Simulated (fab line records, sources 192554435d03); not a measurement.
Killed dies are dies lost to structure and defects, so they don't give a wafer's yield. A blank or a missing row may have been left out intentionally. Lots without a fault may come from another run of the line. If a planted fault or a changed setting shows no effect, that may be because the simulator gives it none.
fab line records	flow n5Finfet
record: lots: 5	wafers: 15	lastDay: 19
route steps=1938 shown BEOL_M4@1086
lots with no fault: from the same line, run without faults
startH: hours from the record's opening day to when the first of the lot's shown wafers began	waitH: how many hours have passed since the lot's step before this one	" same as the row above	L1.1+2: a row that stands for several wafers	- value missing, or start not given	* or withheld: withheld	< > ~ a bound
route shown NAME@n: a module of which the file shows steps, and the number in the route of the first	usual: mean/standard deviation taken from wafers without a fault	same: alike in all rows	chamber/n: place in a boat	sites: readings site by site	_std_site: standard deviation across them	_edge_site: outer sites' mean less inner sites'	radiusMm: for every site, how far away it sits from the centre of the wafer	mask NAME#n: copy n	behind: the most recent tool/chamber to have shaped the wafer	hold: the reason the lot was held/the length of the hold in hours/how it ended	device: whichever transistor did not switch (one of n, p or np)	end of line: at the end of the route, the tests of the same wafers	where a step has no rows: the recipe by itself	killed: dies that structure and defects cost at the first sort, which is not the same as the wafer's yield	map: dies across one wafer; x = killed, . = not, _ = none there
set.NAME: the setting that was run; set.NAME@STEP: the one run at that earlier step	model.NAME: the simulator's own value behind a step, which no gauge read
lots at selected steps of the route; one table per step, one row per wafer
services: the hour from which a tool's chamber was out of use, counted from the record's first day as startH (under 0 if before that day), plus the number of hours and why
== steps ==
step: N5_BEOL_M4_SPUTTER_79
recipe: material: Cu	targetThkA: 45	tempC: -20	chamberPressurePa: 0.07	powerW: withheld	timeS: 8.29
usual: chamberPressurePa: 0.07001/0.00015	susceptorTempC: -20.00/0.11	throttleValvePct: 30.2/1.2
lot.wafer	tool	chamber	startH	waitH	chamberPressurePa	susceptorTempC	throttleValvePct
L076.1	pvdSputter-02	-	179.31	0.1	0.06986	-20.14	29.4
L076.3	"	-	"	"	0.07001	-20.01	28.7
L076.4	"	-	"	"	0.06983	-19.98	29.6
L089.4	pvdSputter-02	-	258.44	0.1	0.06989	-20.09	29.5
L089.5	"	-	"	"	0.07039	-20.06	28.6
L089.6	"	-	"	"	0.07024	-20.00	28.9
L086.1	pvdSputter-03	-	259.15	0.1	0.07001	-19.98	30.3
L086.2	"	-	"	"	0.07017	-20.14	32.7
L086.5	"	-	"	"	0.06998	-19.93	31.1
L096.2	pvdSputter-02	-	329.68	0.1	0.07001	-20.06	29.3
L096.4	"	-	"	"	0.06998	-20.08	28.9
L096.6	"	-	"	"	0.06992	-19.86	28.6
L097.4	pvdSputter-01	-	332.96	0.1	0.06969	-20.01	31.5
L097.5	"	-	"	"	0.06992	-19.88	31.4
L097.6	"	-	"	"	0.06999	-20.16	31.4
step: N5_BEOL_M4_ANNEAL_80
recipe: tempC: 400	timeS: 240	ambient: vacuum
usual: heaterPowerW: 828/77	susceptorTempC: 399.99/0.23
lot.wafer	tool	chamber	startH	waitH	heaterPowerW	susceptorTempC
L076.1	pvdSputter-02	-	179.39	0.0	803	400.08
L076.3	"	-	"	"	797	399.88
L076.4	"	-	"	"	932	399.93
L089.4	pvdSputter-02	-	258.52	0.0	929	399.84
L089.5	"	-	"	"	839	399.83
L089.6	"	-	"	"	826	399.85
L086.1	pvdSputter-03	-	259.23	0.0	848	400.07
L086.2	"	-	"	"	974	400.41
L086.5	"	-	"	"	735	399.75
L096.2	pvdSputter-02	-	329.76	0.0	803	400.14
L096.4	"	-	"	"	826	400.13
L096.6	"	-	"	"	832	399.62
L097.4	pvdSputter-01	-	333.04	0.0	880	399.69
L097.5	"	-	"	"	956	399.80
L097.6	"	-	"	"	697	400.29
step: N5_BEOL_M4_SPUTTER_81
recipe: material: Cu	targetThkA: 45	tempC: -20	chamberPressurePa: 0.07	powerW: withheld	timeS: 8.29
usual: chamberPressurePa: 0.07002/0.00015	susceptorTempC: -19.99/0.096	throttleValvePct: 30.2/1.1
lot.wafer	tool	chamber	startH	waitH	chamberPressurePa	susceptorTempC	throttleValvePct
L076.1	pvdSputter-02	-	179.53	0.1	0.07001	-19.95	29.1
L076.3	"	-	"	"	0.06987	-20.08	29.2
L076.4	"	-	"	"	0.06996	-20.07	29.5
L089.4	pvdSputter-02	-	258.66	0.1	0.07002	-19.96	29.2
L089.5	"	-	"	"	0.07028	-20.19	28.8
L089.6	"	-	"	"	0.06976	-19.88	28.7
L086.1	pvdSputter-03	-	259.37	0.1	0.07	-19.96	30.4
L086.2	"	-	"	"	0.07028	-19.94	32.9
L086.5	"	-	"	"	0.07003	-19.88	31.1
L096.2	pvdSputter-02	-	329.90	0.1	0.07006	-19.88	29.2
L096.4	"	-	"	"	0.07002	-20.09	28.9
L096.6	"	-	"	"	0.0698	-19.99	28.9
L097.4	pvdSputter-01	-	333.18	0.1	0.06976	-20.05	31.3
L097.5	"	-	"	"	0.06989	-20.06	31.0
L097.6	"	-	"	"	0.06993	-20.12	31.3
step: N5_BEOL_M4_ANNEAL_82
recipe: tempC: 400	timeS: 240	ambient: vacuum
usual: heaterPowerW: 827/75	susceptorTempC: 400.01/0.21
lot.wafer	tool	chamber	startH	waitH	heaterPowerW	susceptorTempC
L076.1	pvdSputter-02	-	179.61	0.0	801	399.91
L076.3	"	-	"	"	810	399.76
L076.4	"	-	"	"	924	400.09
L089.4	pvdSputter-02	-	258.74	0.0	909	400.11
L089.5	"	-	"	"	814	399.73
L089.6	"	-	"	"	819	399.98
L086.1	pvdSputter-03	-	259.45	0.0	858	399.93
L086.2	"	-	"	"	959	400.14
L086.5	"	-	"	"	756	399.95
L096.2	pvdSputter-02	-	329.98	0.0	797	400.36
L096.4	"	-	"	"	826	399.74
L096.6	"	-	"	"	832	399.72
L097.4	pvdSputter-01	-	333.26	0.0	873	400.29
L097.5	"	-	"	"	944	399.89
L097.6	"	-	"	"	699	400.25
step: N5_BEOL_M4_SPUTTER_86
recipe: material: Cu	targetThkA: 45	tempC: -20	chamberPressurePa: 0.07	powerW: withheld	timeS: 8.29
usual: chamberPressurePa: 0.07001/0.00014	susceptorTempC: -19.98/0.11	throttleValvePct: 30.2/1.2
lot.wafer	tool	chamber	startH	waitH	chamberPressurePa	susceptorTempC	throttleValvePct
L076.1	pvdSputter-02	-	179.75	0.1	0.06993	-20.12	29.4
L076.3	"	-	"	"	0.0702	-20.00	28.9
L076.4	"	-	"	"	0.06999	-19.99	29.5
L089.4	pvdSputter-02	-	258.88	0.1	0.06982	-19.84	29.6
L089.5	"	-	"	"	0.07002	-19.89	28.8
L089.6	"	-	"	"	0.07006	-20.24	28.9
L086.1	pvdSputter-03	-	259.59	0.1	0.06998	-19.85	30.7
L086.2	"	-	"	"	0.07029	-20.07	32.9
L086.5	"	-	"	"	0.06997	-19.80	30.9
L096.2	pvdSputter-02	-	330.12	0.1	0.07002	-20.02	29.0
L096.4	"	-	"	"	0.06999	-19.82	28.8
L096.6	"	-	"	"	0.06982	-19.96	28.8
L097.4	pvdSputter-01	-	333.40	0.1	0.06998	-20.25	31.0
L097.5	"	-	"	"	0.06982	-20.10	30.9
L097.6	"	-	"	"	0.0701	-20.07	31.2
step: N5_BEOL_M4_ANNEAL_87
recipe: tempC: 400	timeS: 240	ambient: vacuum
usual: heaterPowerW: 825/74	susceptorTempC: 399.99/0.21
lot.wafer	tool	chamber	startH	waitH	heaterPowerW	susceptorTempC
L076.1	pvdSputter-02	-	179.83	0.0	802	400.22
L076.3	"	-	"	"	810	400.04
L076.4	"	-	"	"	898	399.88
L089.4	pvdSputter-02	-	258.96	0.0	908	400.04
L089.5	"	-	"	"	803	399.83
L089.6	"	-	"	"	837	399.87
L086.1	pvdSputter-03	-	259.67	0.0	843	399.84
L086.2	"	-	"	"	980	400.42
L086.5	"	-	"	"	761	399.91
L096.2	pvdSputter-02	-	330.20	0.0	775	400.13
L096.4	"	-	"	"	814	400.30
L096.6	"	-	"	"	824	400.08
L097.4	pvdSputter-01	-	333.48	0.0	882	399.94
L097.5	"	-	"	"	940	399.96
L097.6	"	-	"	"	698	399.59
step: N5_BEOL_M4_SPUTTER_88
recipe: material: Cu	targetThkA: 45	tempC: -20	chamberPressurePa: 0.07	powerW: withheld	timeS: 8.29
usual: chamberPressurePa: 0.07/0.00015	susceptorTempC: -20.01/0.11	throttleValvePct: 30.2/1.2
lot.wafer	tool	chamber	startH	waitH	chamberPressurePa	susceptorTempC	throttleValvePct
L076.1	pvdSputter-02	-	179.97	0.1	0.06974	-20.04	29.5
L076.3	"	-	"	"	0.06997	-20.07	28.9
L076.4	"	-	"	"	0.06994	-19.83	29.3
L089.4	pvdSputter-02	-	259.10	0.1	0.06995	-19.84	29.5
L089.5	"	-	"	"	0.07024	-19.86	29.0
L089.6	"	-	"	"	0.07013	-19.96	28.9
L086.1	pvdSputter-03	-	259.81	0.1	0.06987	-19.92	30.5
L086.2	"	-	"	"	0.07017	-20.00	32.6
L086.5	"	-	"	"	0.07018	-19.87	31.1
L096.2	pvdSputter-02	-	330.34	0.1	0.07039	-20.07	29.2
L096.4	"	-	"	"	0.06995	-20.28	29.0
L096.6	"	-	"	"	0.07006	-20.18	28.7
L097.4	pvdSputter-01	-	333.62	0.1	0.07009	-19.96	30.8
L097.5	"	-	"	"	0.06986	-20.17	31.2
L097.6	"	-	"	"	0.0702	-19.99	31.2
step: N5_BEOL_M4_ANNEAL_89
recipe: tempC: 400	timeS: 240	ambient: vacuum
usual: heaterPowerW: 826/75	susceptorTempC: 400.03/0.24
lot.wafer	tool	chamber	startH	waitH	heaterPowerW	susceptorTempC
L076.1	pvdSputter-02	-	180.05	0.0	821	399.74
L076.3	"	-	"	"	793	400.00
L076.4	"	-	"	"	900	400.08
L089.4	pvdSputter-02	-	259.18	0.0	883	400.44
L089.5	"	-	"	"	813	400.81
L089.6	"	-	"	"	810	399.76
L086.1	pvdSputter-03	-	259.89	0.0	830	400.16
L086.2	"	-	"	"	958	400.39
L086.5	"	-	"	"	730	400.16
L096.2	pvdSputter-02	-	330.42	0.0	803	399.83
L096.4	"	-	"	"	811	400.27
L096.6	"	-	"	"	823	400.31
L097.4	pvdSputter-01	-	333.70	0.0	879	400.00
L097.5	"	-	"	"	934	400.20
L097.6	"	-	"	"	703	399.91
step: N5_BEOL_M4_SPUTTER_90
recipe: material: Cu	targetThkA: 45	tempC: -20	chamberPressurePa: 0.07	powerW: withheld	timeS: 8.29
usual: chamberPressurePa: 0.07/0.00016	susceptorTempC: -20.00/0.1	throttleValvePct: 30.2/1.2
lot.wafer	tool	chamber	startH	waitH	chamberPressurePa	susceptorTempC	throttleValvePct
L076.1	pvdSputter-02	-	180.19	0.1	0.06989	-19.96	29.3
L076.3	"	-	"	"	0.07012	-20.08	29.1
L076.4	"	-	"	"	0.07014	-20.02	29.5
L089.4	pvdSputter-02	-	259.32	0.1	0.06974	-20.06	29.6
L089.5	"	-	"	"	0.0699	-19.95	28.6
L089.6	"	-	"	"	0.06995	-19.93	29.0
L086.1	pvdSputter-03	-	260.03	0.1	0.06975	-20.04	30.3
L086.2	"	-	"	"	0.06992	-20.08	32.5
L086.5	"	-	"	"	0.07006	-19.96	31.0
L096.2	pvdSputter-02	-	330.56	0.1	0.06996	-19.97	29.2
L096.4	"	-	"	"	0.07022	-20.07	29.0
L096.6	"	-	"	"	0.06993	-20.21	28.9
L097.4	pvdSputter-01	-	333.84	0.1	0.07015	-19.90	31.4
L097.5	"	-	"	"	0.07006	-20.08	31.2
L097.6	"	-	"	"	0.06996	-19.99	31.4
step: N5_BEOL_M4_ANNEAL_91
recipe: tempC: 400	timeS: 240	ambient: vacuum
usual: heaterPowerW: 827/76	susceptorTempC: 400.00/0.23
lot.wafer	tool	chamber	startH	waitH	heaterPowerW	susceptorTempC
L076.1	pvdSputter-02	-	180.27	0.0	795	399.87
L076.3	"	-	"	"	816	399.67
L076.4	"	-	"	"	903	400.18
L089.4	pvdSputter-02	-	259.40	0.0	937	400.07
L089.5	"	-	"	"	808	400.06
L089.6	"	-	"	"	819	399.60
L086.1	pvdSputter-03	-	260.11	0.0	835	400.14
L086.2	"	-	"	"	967	399.96
L086.5	"	-	"	"	745	399.82
L096.2	pvdSputter-02	-	330.64	0.0	811	399.86
L096.4	"	-	"	"	814	400.02
L096.6	"	-	"	"	814	400.08
L097.4	pvdSputter-01	-	333.92	0.0	887	399.80
L097.5	"	-	"	"	914	400.19
L097.6	"	-	"	"	699	400.22
step: N5_BEOL_M4_SPUTTER_92
recipe: material: Cu	targetThkA: 45	tempC: -20	chamberPressurePa: 0.07	powerW: withheld	timeS: 8.29
usual: chamberPressurePa: 0.06998/0.00013	susceptorTempC: -20.00/0.1	throttleValvePct: 30.2/1.2
lot.wafer	tool	chamber	startH	waitH	chamberPressurePa	susceptorTempC	throttleValvePct
L076.1	pvdSputter-02	-	180.41	0.1	0.06976	-20.12	29.4
L076.3	"	-	"	"	0.06997	-19.97	29.2
L076.4	"	-	"	"	0.06977	-20.12	29.5
L089.4	pvdSputter-02	-	259.54	0.1	0.06977	-20.09	29.5
L089.5	"	-	"	"	0.06996	-19.99	28.7
L089.6	"	-	"	"	0.07005	-19.87	29.1
L086.1	pvdSputter-03	-	260.25	0.1	0.06978	-20.06	30.5
L086.2	"	-	"	"	0.07005	-19.80	32.8
L086.5	"	-	"	"	0.07016	-20.13	31.1
L096.2	pvdSputter-02	-	330.78	0.1	0.07004	-20.10	29.5
L096.4	"	-	"	"	0.06981	-19.79	28.7
L096.6	"	-	"	"	0.07	-20.02	28.9
L097.4	pvdSputter-01	-	334.06	0.1	0.07015	-20.00	31.3
L097.5	"	-	"	"	0.06989	-19.90	31.0
L097.6	"	-	"	"	0.06986	-20.01	31.3
step: N5_BEOL_M4_ANNEAL_93
recipe: tempC: 400	timeS: 240	ambient: vacuum
usual: heaterPowerW: 825/74	susceptorTempC: 400.00/0.22
lot.wafer	tool	chamber	startH	waitH	heaterPowerW	susceptorTempC
L076.1	pvdSputter-02	-	180.49	0.0	787	399.81
L076.3	"	-	"	"	843	400.02
L076.4	"	-	"	"	909	400.05
L089.4	pvdSputter-02	-	259.62	0.0	924	399.98
L089.5	"	-	"	"	823	400.23
L089.6	"	-	"	"	831	400.03
L086.1	pvdSputter-03	-	260.33	0.0	845	400.02
L086.2	"	-	"	"	931	400.28
L086.5	"	-	"	"	736	399.95
L096.2	pvdSputter-02	-	330.86	0.0	771	399.63
L096.4	"	-	"	"	794	399.90
L096.6	"	-	"	"	807	399.84
L097.4	pvdSputter-01	-	334.14	0.0	892	400.00
L097.5	"	-	"	"	907	399.74
L097.6	"	-	"	"	703	399.99
step: N5_BEOL_M4_SPUTTER_94
recipe: material: Cu	targetThkA: 45	tempC: -20	chamberPressurePa: 0.07	powerW: withheld	timeS: 8.29
usual: chamberPressurePa: 0.07002/0.00014	susceptorTempC: -20.01/0.11	throttleValvePct: 30.2/1.2
lot.wafer	tool	chamber	startH	waitH	chamberPressurePa	susceptorTempC	throttleValvePct
L076.1	pvdSputter-02	-	180.63	0.1	0.07001	-19.87	29.4
L076.3	"	-	"	"	0.07	-19.92	28.7
L076.4	"	-	"	"	0.06983	-19.93	29.5
L089.4	pvdSputter-02	-	259.76	0.1	0.07008	-20.05	29.4
L089.5	"	-	"	"	0.06992	-20.18	28.6
L089.6	"	-	"	"	0.06999	-20.22	29.2
L086.1	pvdSputter-03	-	260.47	0.1	0.06971	-19.86	30.5
L086.2	"	-	"	"	0.0701	-19.88	32.7
L086.5	"	-	"	"	0.07009	-19.96	30.8
L096.2	pvdSputter-02	-	331.00	0.1	0.07002	-20.16	29.4
L096.4	"	-	"	"	0.06994	-19.98	29.0
L096.6	"	-	"	"	0.07003	-20.18	29.0
L097.4	pvdSputter-01	-	334.28	0.1	0.0699	-20.09	31.3
L097.5	"	-	"	"	0.06982	-20.26	31.5
L097.6	"	-	"	"	0.07008	-20.01	31.0
step: N5_BEOL_M4_ANNEAL_95
recipe: tempC: 400	timeS: 240	ambient: vacuum
usual: heaterPowerW: 826/75	susceptorTempC: 400.02/0.23
lot.wafer	tool	chamber	startH	waitH	heaterPowerW	susceptorTempC
L076.1	pvdSputter-02	-	180.71	0.0	803	400.34
L076.3	"	-	"	"	805	400.31
L076.4	"	-	"	"	913	399.88
L089.4	pvdSputter-02	-	259.84	0.0	914	399.74
L089.5	"	-	"	"	810	400.14
L089.6	"	-	"	"	804	399.83
L086.1	pvdSputter-03	-	260.55	0.0	858	400.04
L086.2	"	-	"	"	970	400.07
L086.5	"	-	"	"	744	400.16
L096.2	pvdSputter-02	-	331.08	0.0	784	400.02
L096.4	"	-	"	"	815	400.08
L096.6	"	-	"	"	815	399.84
L097.4	pvdSputter-01	-	334.36	0.0	864	399.80
L097.5	"	-	"	"	947	399.86
L097.6	"	-	"	"	715	399.92
step: N5_BEOL_M4_SPUTTER_96
recipe: material: Cu	targetThkA: 45	tempC: -20	chamberPressurePa: 0.07	powerW: withheld	timeS: 8.29
usual: chamberPressurePa: 0.07002/0.00012	susceptorTempC: -20.01/0.11	throttleValvePct: 30.2/1.2
lot.wafer	tool	chamber	startH	waitH	chamberPressurePa	susceptorTempC	throttleValvePct
L076.1	pvdSputter-02	-	180.85	0.1	0.07036	-20.00	29.3
L076.3	"	-	"	"	0.07009	-20.10	29.2
L076.4	"	-	"	"	0.07006	-19.91	29.2
L089.4	pvdSputter-02	-	259.98	0.1	0.07007	-19.83	29.4
L089.5	"	-	"	"	0.06997	-19.90	28.5
L089.6	"	-	"	"	0.07	-20.04	29.1
L086.1	pvdSputter-03	-	260.69	0.1	0.06984	-19.91	30.3
L086.2	"	-	"	"	0.06982	-20.00	32.6
L086.5	"	-	"	"	0.06979	-20.05	31.0
L096.2	pvdSputter-02	-	331.22	0.1	0.07018	-20.19	29.3
L096.4	"	-	"	"	0.07011	-19.89	28.9
L096.6	"	-	"	"	0.0703	-20.10	28.7
L097.4	pvdSputter-01	-	334.50	0.1	0.07006	-20.09	31.4
L097.5	"	-	"	"	0.07011	-20.11	31.1
L097.6	"	-	"	"	0.07022	-19.96	31.5
step: N5_BEOL_M4_ECD_50
recipe: material: Cu	targetThkA: 3000
lot.wafer	tool	chamber	startH	waitH
L076.1+3+4	ecdCu-02	0,0,1	180.97	0.1
L089.4+5+6	ecdCu-01	1,1,0	260.12	0.1
L086.1+2+5	ecdCu-01	0,1,0	260.81	0.1
L096.2+4+6	ecdCu-01	0	331.33	0.1
L097.4+5+6	ecdCu-02	0,0,1	334.63	0.1
step: N5_BEOL_M4_ANNEAL_51
recipe: tempC: 225	timeS: 90	ambient: N2
usual: wafer_temp_C_max: 226.6/0.43
lot.wafer	tool	chamber	startH	waitH	wafer_temp_C_max
L076.1	rtpAnneal-01	0	181.05	0.1	227.3
L076.3	"	0	"	"	227.0
L076.4	"	0	"	"	226.7
L089.4	rtpAnneal-02	0	260.31	0.2	226.3
L089.5	"	0	"	"	226.6
L089.6	"	0	"	"	226.5
L086.1	rtpAnneal-01	0	260.89	0.1	226.8
L086.2	"	0	"	"	226.3
L086.5	"	0	"	"	227.7
L096.2	rtpAnneal-01	0	331.46	0.1	226.7
L096.4	"	0	"	"	227.3
L096.6	"	0	"	"	226.4
L097.4	rtpAnneal-01	0	335.07	0.4	226.5
L097.5	"	0	"	"	227.2
L097.6	"	0	"	"	226.3
step: N5_BEOL_M4_CMP_52
recipe: stopOn: SiOC	tOverpolishS: 6.8	downForcePsi: 1	platenRpm: 50	clearingPlatenDownForcePsi: 1.5	clearingPlatenRpm: 50	postCmpClean: cuAlkaline	targetThkNm: 40	clearingPlatenPadVelocityMS: 0.99484	padVelocityMS: 0.99484
usual: barrierFieldEndpointS: 24.4/0.62	motorCurrentA: 6.1/0.65	overpolishRunS: 6.800/0.0089	timeToEndpointS: 61.0/2.6
same: tOverpolishS: 6.8
lot.wafer	tool	chamber	startH	waitH	barrierFieldEndpointS	motorCurrentA	overpolishRunS	timeToEndpointS
L076.1	cmp-01	2	181.38	0.3	24.2	5.4	6.800	59.6
L076.4	"	3	"	"	25.1	6.3	6.800	63.7
L076.3	"	0	"	"	24.6	5.2	6.816	62.8
L089.4	cmp-04	1	260.59	0.2	24.7	6.9	6.794	62.5
L089.6	"	2	"	"	24.0	7.3	6.812	58.2
L089.5	"	3	"	"	23.9	6.3	6.805	60.0
L086.2	cmp-04	0	261.18	0.2	24.2	5.7	6.788	60.4
L086.1	"	2	"	"	24.2	6.9	6.796	59.2
L086.5	"	1	"	"	24.1	6.7	6.796	58.0
L096.2	cmp-01	3	331.83	0.3	24.1	6.2	6.800	62.0
L096.4	"	0	"	"	24.6	5.1	6.801	62.0
L096.6	"	2	"	"	24.6	5.3	6.812	62.9
L097.4	cmp-01	0	335.34	0.2	25.1	5.2	6.787	61.5
L097.6	"	1	"	"	25.8	6.4	6.802	64.9
L097.5	"	2	"	"	25.3	5.3	6.800	62.5
step: N5_BEOL_M4_THK_MEAS_53
recipe: thkMeasGauge: xrf	reads: Cu_of_BEOL_M4_ECD_50
usual: M4_THK: 40.2/1.3
lot.wafer	tool	chamber	startH	waitH	M4_THK[nm]
L076.1	filmMetro-01	-	181.64	-	37.8
L076.3	"	-	"	"	39.7
L076.4	"	-	"	"	39.9
L089.4	filmMetro-02	-	260.77	-	40.4
L089.5	"	-	"	"	40.7
L089.6	"	-	"	"	38.5
L086.1	filmMetro-01	-	261.48	-	36.7
L086.2	"	-	"	"	39.5
L086.5	"	-	"	"	38.8
L096.2	filmMetro-01	-	332.05	-	41.6
L096.4	"	-	"	"	41.4
L096.6	"	-	"	"	41.9
L097.4	filmMetro-01	-	335.52	-	38.9
L097.5	"	-	"	"	39.0
L097.6	"	-	"	"	40.7
step: N5_BEOL_M4_PRE_CLEAN_60
recipe: gas: NH3/H2	timeS: 15	tempC: *	rfPowerW: 300
usual: heaterPowerW: 89/15	susceptorTempC: *
lot.wafer	tool	chamber	startH	waitH	heaterPowerW	susceptorTempC
L076.1	cvdCo-02	0	181.67	0.0	84	*
L076.3	"	1	"	"	113	*
L076.4	"	2	"	"	95	*
L089.4	cvdCo-01	0	260.83	0.1	76	*
L089.5	"	2	"	"	75	*
L089.6	"	1	"	"	69	*
L086.1	cvdCo-02	1	261.52	0.0	117	*
L086.2	"	2	"	"	96	*
L086.5	"	2	"	"	95	*
L096.2	cvdCo-01	1	332.09	0.0	70	*
L096.4	"	2	"	"	74	*
L096.6	"	0	"	"	73	*
L097.4	cvdCo-02	2	335.58	0.1	96	*
L097.5	"	2	"	"	97	*
L097.6	"	0	"	"	87	*
step: N5_BEOL_M4_CO_CAP_55
recipe: material: Co	targetThkA: 20	tempC: 200	precursor: CCTBA/H2	pressureTorr: 30	timeS: 102.1
usual: heaterPowerW: 240/19	susceptorTempC: 200.00/0.17
lot.wafer	tool	chamber	startH	waitH	heaterPowerW	susceptorTempC
L076.1	cvdCo-02	0	181.71	0.0	239	199.82
L076.3	"	1	"	"	269	199.99
L076.4	"	2	"	"	246	200.24
L089.4	cvdCo-01	0	260.88	0.0	222	200.24
L089.5	"	2	"	"	224	200.02
L089.6	"	1	"	"	214	200.00
L086.1	cvdCo-02	1	261.56	0.0	273	200.10
L086.2	"	2	"	"	244	200.05
L086.5	"	2	"	"	249	200.14
L096.2	cvdCo-01	1	332.13	0.0	220	199.75
L096.4	"	2	"	"	224	200.10
L096.6	"	0	"	"	223	199.90
L097.4	cvdCo-02	2	335.65	0.1	254	199.81
L097.5	"	2	"	"	246	199.90
L097.6	"	0	"	"	239	199.78
step: N5_BEOL_M4_PRE_CLEAN_56
recipe: gas: NH3	timeS: 15	tempC: withheld	rfPowerW: 300
lot.wafer	tool	chamber	startH	waitH
L076.1+3+4	pecvd-03	2,1,1	181.81	0.1
L089.4+5+6	pecvd-03	1,2,0	260.95	0.0
L086.1+2+5	pecvd-03	1,0,0	261.65	0.1
L096.2+4+6	pecvd-01	2,1,2	332.22	0.1
L097.4+5+6	pecvd-03	2,0,1	335.76	0.1
step: N5_BEOL_M4_DEP_57
recipe: material: SiCN	targetThkA: 80	tempC: withheld	precursor: 3MS/NH3	pressureTorr: 3	rfW: 202	timeS: 14
usual: showerheadPlenumPTorr: 3.672/0.0097	throttleValvePct: 9.0/0.35
lot.wafer	tool	chamber	startH	waitH	showerheadPlenumPTorr	throttleValvePct
L076.1	pecvd-03	2	181.83	0.0	3.678	9.3
L076.3	"	1	"	"	3.673	8.8
L076.4	"	1	"	"	3.671	8.7
L089.4	pecvd-03	1	260.98	0.0	3.663	8.5
L089.5	"	2	"	"	3.680	8.2
L089.6	"	0	"	"	3.670	8.8
L086.1	pecvd-03	1	261.67	0.0	3.667	8.8
L086.2	"	0	"	"	3.679	8.8
L086.5	"	0	"	"	3.673	9.0
L096.2	pecvd-01	2	332.24	0.0	3.684	9.3
L096.4	"	1	"	"	3.674	8.9
L096.6	"	2	"	"	3.678	8.9
L097.4	pecvd-03	2	335.79	0.0	3.673	8.3
L097.5	"	0	"	"	3.671	9.1
L097.6	"	1	"	"	3.670	9.1
step: N5_BEOL_M4_RS_MEAS_58
recipe: thkMeasGauge: four-point-probe	reads: Co_of_BEOL_M4_CO_CAP_55+Cu_of_BEOL_M4_ECD_50+Co_of_BEOL_M4_CVD_47+TaN_of_BEOL_M4_ALD_84
usual: M4_RS: 0.667/0.028
lot.wafer	tool	chamber	startH	waitH	M4_RS[ohm/sq]
L076.1	filmMetro-02	-	181.90	0.0	0.714
L076.3	"	-	"	"	0.673
L076.4	"	-	"	"	0.665
L089.4	filmMetro-02	-	261.05	0.0	0.664
L089.5	"	-	"	"	0.659
L089.6	"	-	"	"	0.706
L086.1	filmMetro-02	-	261.74	0.0	0.743
L086.2	"	-	"	"	0.674
L086.5	"	-	"	"	0.693
L096.2	filmMetro-02	-	332.31	0.1	0.633
L096.4	"	-	"	"	0.637
L096.6	"	-	"	"	0.625
L097.4	filmMetro-01	-	335.84	0.0	0.699
L097.5	"	-	"	"	0.690
L097.6	"	-	"	"	0.656
step: N5_BEOL_M4_INSPECT_59
recipe: inspectInstrument: darkfield	mode: postDep
usual: rawDefectCount: 74/26
lot.wafer	tool	chamber	startH	waitH	rawDefectCount
L076.1	defectInspect-01	-	181.92	0.0	76
L076.3	"	-	"	"	46
L076.4	"	-	"	"	40
L089.4	defectInspect-02	-	261.07	0.0	71
L089.5	"	-	"	"	84
L089.6	"	-	"	"	55
L086.1	defectInspect-01	-	261.77	0.0	76
L086.2	"	-	"	"	56
L086.5	"	-	"	"	101
L096.2	defectInspect-01	-	332.34	0.0	80
L096.4	"	-	"	"	93
L096.6	"	-	"	"	74
L097.4	defectInspect-01	-	335.87	0.0	39
L097.5	"	-	"	"	69
L097.6	"	-	"	"	66
== services ==
tool	chamber	startH	hours	kind
pecvd-03	-	168.63	2.8	repair
cmp-01	-	170.58	1.5	repair
ecdCu-02	-	175.01	2.4	repair
pvdSputter-02	-	189.66	6.6	repair
cvdCo-02	1	205.20	2.7	repair
cvdCo-02	-	212.92	3.2	repair
ecdCu-02	-	218.56	0.8	repair
pecvd-03	2	222.84	7.1	repair
cvdCo-02	-	223.41	0.7	repair
ecdCu-01	-	224.25	6.9	repair
cmp-01	-	229.23	4.0	pm
pecvd-03	2	229.98	-	clean
pecvd-01	1	231.76	22.7	repair
cmp-01	-	235.47	5.8	pm
cmp-01	-	243.11	1.0	repair
cmp-01	-	250.04	14.9	pm
cmp-01	-	269.52	5.5	repair
cvdCo-01	-	272.76	6.0	pm
pvdSputter-03	-	294.50	0.8	repair
cmp-04	-	296.61	0.9	repair
ecdCu-01	-	323.62	1.7	repair
pecvd-03	-	324.74	0.7	repair
cvdCo-02	-	328.35	1.1	repair
cmp-04	-	329.53	6.7	pm
== key ==
fault none
